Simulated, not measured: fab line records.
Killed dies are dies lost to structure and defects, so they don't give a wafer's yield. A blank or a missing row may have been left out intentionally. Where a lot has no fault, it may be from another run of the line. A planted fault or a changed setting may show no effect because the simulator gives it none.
A lot that was struck, set against a sound lot ; flow n5Finfet ; 38 steps out of a route of 1938
Sound: wafers L152.1, L152.2, L152.5. Struck: wafer L138.4 (left out: L138.2, a lot-mate that was not struck); the cause follows at the end.
At each step with rows: each side's tool, then ch and its chambers, then its first start. Under that, the readings that differ: sound wafers ; struck wafers ; difference of the means ; sigmas: that difference in standard deviations of wafers without a fault.
alike: a reading whose means differ by less than 2 such deviations, as well as words and numbers matching on both sides. not compared: withheld readings; readings where some wafer has no value; bounds like >300 that might hide an equal value; numbers whose values overlap and for which the record gives no deviation.
The two part at a step that has a row with sigmas, a row that says differs or no value, or rows on one side only. Numbers that don't overlap but have no deviation are shown without sigmas and don't part them. A reading that every wafer of one side lacks parts them only if that side has two wafers or more.

first, 10 steps without rows for these wafers: N5_MOL_CONTACT_COAG_DESCUM_88 (chemistry O2, time 7 s); N5_MOL_CONTACT_COAG_ETCH_89 (etches underlayer in N2/H2, target depth 13 nm, time 10.4 s); N5_MOL_CONTACT_COAG_ETCH_90 (etches SiARC in CF4, target depth 13 nm, time 21.7 s); N5_MOL_CONTACT_COAG_ALD_131 (deposits SiO2, target thk 5 nm, pulse time 1 s, co reactant pulse time 1 s); N5_MOL_CONTACT_COAG_ETCHBACK_132 (etches SiO2 in CHF3, target depth 10 nm, time 6.7 s); N5_MOL_CONTACT_COAG_ETCH_91 (etches SOC in N2/H2, target depth 60 nm, overetch 21 nm, time 101.2 s); N5_MOL_CONTACT_COAG_STRIP_92 (strips in N2/H2); N5_MOL_CONTACT_COAG_STRIP_93 (strips in N2/H2); N5_MOL_CONTACT_COAG_ETCHBACK_135 (etches SiO2 in CHF3, target depth 25 nm, time 16.7 s); N5_MOL_CONTACT_COAG_STRIP_118 (strips in CHF3).
N5_MOL_CONTACT_COAG_VIA_ETCH_46: etches SiO2 in C4F6/O2, target depth 46 nm, overetch 9.2 nm, time 40 s.
  sound on rieDiel-05 ch 0,2,3, day 10 14:19; struck on rieDiel-05 ch 0, day 7 03:38
reading;sound;struck;difference;sigmas
oes_ar_750_au (a.u.);0.70 0.69 0.88;0.95;+0.19;+2
oesProductAu (a.u.);0.62 0.61 0.78;0.87;+0.20;+2
rfVppV (V);1582 1569 1622;1622;+31;+2
model.SOC_of_MOL_CONTACT_COAG_COAT_75.thkNm (nm);50.8 50.8 50.8;51.6;+0.8;
  alike: drypumpMotorCurrentA, showerheadPlenumPTorr, throttleValvePct
  not compared: rfHoursCounterH
then, 25 steps without rows for these wafers: N5_MOL_CONTACT_COAG_STRIP_96 (strips in N2/H2); N5_MOL_CONTACT_COAG_ETCH_47 (etches SiNx in CH3F/O2, stops on W, target depth 27 nm); N5_MOL_CONTACT_COAG_STRIP_119 (strips in N2/H2, time 30 s); N5_MOL_CONTACT_COAG_PRECLEAN_144 (cleans in alkaline clean, time 60 s); N5_MOL_CONTACT_COAG_SRD_145 (time 30 s); N5_MOL_CONTACT_COAG_COAT_62 (time 60 s, resist thk 60 nm); N5_MOL_CONTACT_COAG_COAT_63 (time 60 s, resist thk 10 nm); N5_MOL_CONTACT_COAG_COAT_64 (time 60 s, resist thk 10 nm); N5_MOL_CONTACT_COAG_COAT_34 (resist thk 40 nm); N5_MOL_CONTACT_COAG_EBR_36; N5_MOL_CONTACT_COAG_SOFTBAKE_35 (time 60 s); N5_MOL_CONTACT_COAG_EXPOSE_37 (exposes mask VD, defocus 0 nm); N5_MOL_CONTACT_COAG_PEB_38 (peb time 60 s); N5_MOL_CONTACT_COAG_DEVELOP_39 (develop time 30 s); N5_MOL_CONTACT_COAG_DESCUM_45 (chemistry O2, time 7 s); N5_MOL_CONTACT_COAG_ETCH_65 (etches underlayer in N2/H2, target depth 13 nm, time 10.4 s); N5_MOL_CONTACT_COAG_ETCH_66 (etches SiARC in CF4, target depth 13 nm, time 21.7 s); N5_MOL_CONTACT_COAG_ALD_133 (deposits SiO2, target thk 5 nm, pulse time 1 s, co reactant pulse time 1 s); N5_MOL_CONTACT_COAG_ETCHBACK_134 (etches SiO2 in CHF3, target depth 10 nm, time 6.7 s); N5_MOL_CONTACT_COAG_ETCH_67 (etches SOC in N2/H2, target depth 60 nm, overetch 21 nm, time 101.2 s); N5_MOL_CONTACT_COAG_STRIP_68 (strips in N2/H2); N5_MOL_CONTACT_COAG_STRIP_69 (strips in N2/H2); N5_MOL_CONTACT_COAG_ETCHBACK_136 (etches SiO2 in CHF3, target depth 25 nm, time 16.7 s); N5_MOL_CONTACT_COAG_STRIP_120 (strips in CHF3); N5_MOL_CONTACT_COAG_VIA_ETCH_117 (etches SiO2 in C4F6/O2, target depth 40 nm, overetch 8 nm, time 26 s).
-- here the record skips 11 days between the struck wafers' starts before and after, leaving off in module MOL_CONTACT_COAG and picking up in module BEOL_M4 (first step shown: number 1111 of the route) --
N5_BEOL_M4_RC_MEAS_101:
  sound on prober-01 ch 0, day 17 16:49; struck on prober-02 ch 0, day 17 15:47
reading;sound;struck;difference;sigmas
DIBL_N (mV/V);36.4 35.8 35.6;33.6;-2.3;-2
IOFF_N (nA/um);0.167 0.154 0.155;0.105;-0.054;-3
IOFF_P (nA/um);0.213 0.208 0.197;0.142;-0.064;-2
SS_N (mV/dec);72.0 72.6 72.1;70.4;-1.8;-3
VT_N (mV);249.3 249.8 248.3;255.7;+6.6;+3
VT_P (mV);-249.3 -249.9 -250.5;-256.8;-6.9;-2
  alike: DIBL_P, ION_N, ION_P, SS_P
-- record jumps: 5 days separate the struck wafers' starts on either side; left off in module BEOL_M4, taken up again in module PASSIVATION, whose first shown step is the route's number 1936 --
N5_PASSIVATION_PROBE_49:
  struck on prober-01, day 22 13:15; sound on prober-01, day 22 07:51
reading;sound;struck;difference;sigmas
killedAtContacts;8 3 7;33;+27;+4
  alike: defectLimitedYield, killed_at_M0_to_M3, killed_at_M4_up, killedAtFrontEnd, killedAtOther, killedDies, killedOnRim, killedOpen, killedShort, sort_bin_5_function, sort_bin_6_memory, sortNPass, sortYieldPct

== WHERE THEY PART ==
Last at N5_PASSIVATION_PROBE_49 as far as this record goes, first at N5_MOL_CONTACT_COAG_VIA_ETCH_46.

WHY: what the simulator had put in
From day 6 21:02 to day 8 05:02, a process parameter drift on rieDiel-05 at N5_MOL_CONTACT_COAG_VIA_ETCH_46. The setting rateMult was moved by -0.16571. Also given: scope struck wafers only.
